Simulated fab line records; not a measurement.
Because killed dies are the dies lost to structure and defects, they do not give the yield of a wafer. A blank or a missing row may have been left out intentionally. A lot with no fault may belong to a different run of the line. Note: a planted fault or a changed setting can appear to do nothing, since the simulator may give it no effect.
Matching of chambers | flow nandHarc | NHARC_A_WL_FILL_ALD_19 on aldMetal-04 has 4 sister chambers
The step deposits TiN, target thk 2 nm, pulse time 3 s, ald cycles 100. 8 wafers are shown with their chamber, then 8 later ones without.

## WAFERS PAIRED WITH THEIR CHAMBERS
wafer  | chamber | heaterPowerW (W) | precursorPulseHeightRel
L081.2 | 2       | 1222             | 1.003
L081.3 | 3       | 947              | 0.980
L083.1 | 2       | 1220             | 0.965
L083.2 | 1       | 1120             | 1.019
L083.3 | 3       | 965              | 0.976
L083.5 | 1       | 1125             | 1.022
L083.6 | 0       | 1065             | 0.980
L090.1 | 0       | 1092             | 0.996

## WAFERS WITH NO CHAMBER GIVEN
wafer  | heaterPowerW (W) | precursorPulseHeightRel
L090.2 | 1224             | 0.975
L090.5 | 1211             | 1.002
L091.2 | 935              | 0.971
L091.4 | 1139             | 1.001
L091.5 | 1147             | 0.966
L097.1 | 1094             | 1.026
L097.3 | 1072             | 1.021
L097.4 | 1256             | 0.989

## THE CHAMBER EACH PASSED THROUGH
wafer  | from the rows above     | in truth
L090.2 | 2                       | 2
L090.5 | 2                       | 2
L091.2 | 3                       | 3
L091.4 | 1                       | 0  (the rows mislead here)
L091.5 | can't be placed: 1 or 0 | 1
L097.1 | can't be placed: 1 or 0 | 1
L097.3 | 0                       | 0
L097.4 | 2                       | 2
Correct placement for 5 of the 8. Cannot be placed on the basis of these rows: 2; the candidates contain the true chamber in 2. Wrongly placed: 1.
How it was worked out, from the rows above alone: a wafer's distance from a chamber is the root of the sum, over the readings, of the square of ((its reading less the chamber's mean) divided by the reading's scatter). If the next closest chamber is less than 2 further off than the closest, the wafer can't be placed; otherwise it belongs to the closest. The mean given for a chamber averages the wafers shown for that chamber. The scatter: the root of (the sum of the squares of (reading less its chamber's mean) over the shown wafers, divided by (wafers less chambers)).
